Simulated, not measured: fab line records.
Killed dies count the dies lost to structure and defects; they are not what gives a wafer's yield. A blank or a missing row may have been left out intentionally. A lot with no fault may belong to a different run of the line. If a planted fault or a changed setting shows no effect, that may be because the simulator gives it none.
Split-lot trial    flow n5-finfet    on a route of 1938 steps: 7 lots, 39 wafers read

== ON THE SPLIT ==
At N5_BEOL_M15_SPUTTER_44 (material Ta, target thk 15 nm, time 24.19 s), the setting time-s was moved away from the recipe's 24.19 s on 18 of the 39 wafers read, by -54.7% to +26.4%. The other wafers ran this setting at the recipe's value.

== FROM THE SPLIT TO THE READING: what the file shows between them, 3 steps ==
- N5_BEOL_M15_SPUTTER_45: material Cu, target thk 100 nm, time 16.67 s
- N5_BEOL_M15_ECD_47: material Cu, target thk 1860 nm
- N5_BEOL_M15_ANNEAL_48: time 90 s

== THE READING ==
barrier-field-endpoint-s, in s, at N5_BEOL_M15_CMP_49 (polishes, stops on SiO2, t overpolish 4.9 s, target thk 850 nm). On this fab line, fault-free wafers typically give 11.5 s with a standard deviation of 0.31 s.

wafer   tool, chamber at the split  time-s as run, s  against the recipe  barrier-field-endpoint-s, s  against lot-mates on the recipe
L075.1  pvd-sputter-02, -           24.19             recipe              11.8                         -
L075.3  pvd-sputter-02, -           24.19             recipe              11.7                         -
L075.5  pvd-sputter-02, -           24.19             recipe              11.7                         -
L077.2  pvd-sputter-01, -           24.19             recipe              11.4                         -
L077.4  pvd-sputter-01, -           10.95             -54.7%              8.6                          -2.9
L077.3  pvd-sputter-01, -           10.95             -54.7%              8.4                          -3.1
L077.1  pvd-sputter-01, -           24.19             recipe              11.4                         -
L077.6  pvd-sputter-01, -           24.19             recipe              11.6                         -
L077.5  pvd-sputter-01, -           10.95             -54.7%              8.4                          -3.1
L078.1  pvd-sputter-01, -           15                -38.0%              9.5                          -2.0
L078.3  pvd-sputter-01, -           24.19             recipe              11.2                         -
L078.4  pvd-sputter-01, -           15                -38.0%              8.7                          -2.8
L078.2  pvd-sputter-01, -           24.19             recipe              11.5                         -
L078.5  pvd-sputter-01, -           24.19             recipe              11.8                         -
L078.6  pvd-sputter-01, -           15                -38.0%              9.2                          -2.3
L085.1  pvd-sputter-02, -           24.19             recipe              11.2                         -
L085.4  pvd-sputter-02, -           30.57             +26.4%              12.8                         +1.3
L085.2  pvd-sputter-02, -           24.19             recipe              11.7                         -
L085.3  pvd-sputter-02, -           30.57             +26.4%              13.2                         +1.7
L085.6  pvd-sputter-02, -           30.57             +26.4%              12.8                         +1.3
L085.5  pvd-sputter-02, -           24.19             recipe              11.5                         -
L094.2  pvd-sputter-03, -           24.19             recipe              11.9                         -
L094.1  pvd-sputter-03, -           14.04             -42.0%              9.2                          -2.5
L094.3  pvd-sputter-03, -           14.04             -42.0%              9.2                          -2.5
L094.4  pvd-sputter-03, -           24.19             recipe              11.4                         -
L094.6  pvd-sputter-03, -           24.19             recipe              11.7                         -
L094.5  pvd-sputter-03, -           14.04             -42.0%              9.1                          -2.6
L095.3  pvd-sputter-01, -           17.57             -27.4%              10.0                         -1.5
L095.1  pvd-sputter-01, -           24.19             recipe              11.4                         -
L095.4  pvd-sputter-01, -           24.19             recipe              11.4                         -
L095.2  pvd-sputter-01, -           24.19             recipe              11.7                         -
L095.6  pvd-sputter-01, -           17.57             -27.4%              9.5                          -2.0
L095.5  pvd-sputter-01, -           17.57             -27.4%              9.8                          -1.7
L096.4  pvd-sputter-01, -           24.19             recipe              11.4                         -
L096.3  pvd-sputter-01, -           16.08             -33.5%              9.1                          -2.1
L096.1  pvd-sputter-01, -           16.08             -33.5%              9.0                          -2.2
L096.2  pvd-sputter-01, -           24.19             recipe              10.8                         -
L096.6  pvd-sputter-01, -           24.19             recipe              11.4                         -
L096.5  pvd-sputter-01, -           16.08             -33.5%              9.0                          -2.2

FIT RESULTS
A straight line over all 39 wafers: barrier-field-endpoint-s changes by +0.0587 s for each +1% of time-s; r = +0.98; the points scatter about the line by 0.28 s.
The same after taking each lot's own level away (the mean of its wafers on the recipe; 39 wafers): +0.0584 s for each +1%; r = +0.99; scatter 0.22 s.
That fit puts the effect of the largest move of time-s on the reading at 3.2 s.
Measured against the standard deviation above, the lots' own levels, which go from 11.20 to 11.73 s, span 1.7 times it.
The two slopes agree, so the slope changes little with the lot-to-lot level.
Check: -3.28 s against its lot-mates is what the line predicts for one of the wafers moved furthest among these (-54.7%) when that wafer is left out of the fit. It came out at -2.87 s against them.

== OTHER SPLITS APPLIED TO THESE WAFERS ==
These wafers also went through other splits before the reading. Each is held against what the fit with the lots' levels taken away leaves over:
other split on the same wafers  wafers away from the commonest value  r with barrier-field-endpoint-s (lot level and that fit taken away)
N5_BEOL_M10_ETCH_62 time-s      12                                    -0.12
N5_BEOL_M11_ALD_74 ald-cycles   15                                    +0.12

== THE WHOLE CHAIN: every reading that the file lists as answering this split, in the file's order ==
step                    what it does                                                    reading                                                                            change (the file's fit)                r (the file's)
N5_BEOL_M15_SPUTTER_44  material Ta, target thk 15 nm, time 24.19 s                     Ta_of_BEOL_M15_SPUTTER_44.thk-nm (the simulator's own value, which no gauge read)  +0.15 nm for each +1% of the setting   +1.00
N5_BEOL_M15_CMP_49      polishes, stops on SiO2, t overpolish 4.9 s, target thk 850 nm  barrier-field-endpoint-s                                                           +0.0593 s for each +1% of the setting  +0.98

== THE FILE'S OWN FIT ==
barrier-field-endpoint-s changes by +0.0593 s for each +1% of time-s, r = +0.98.
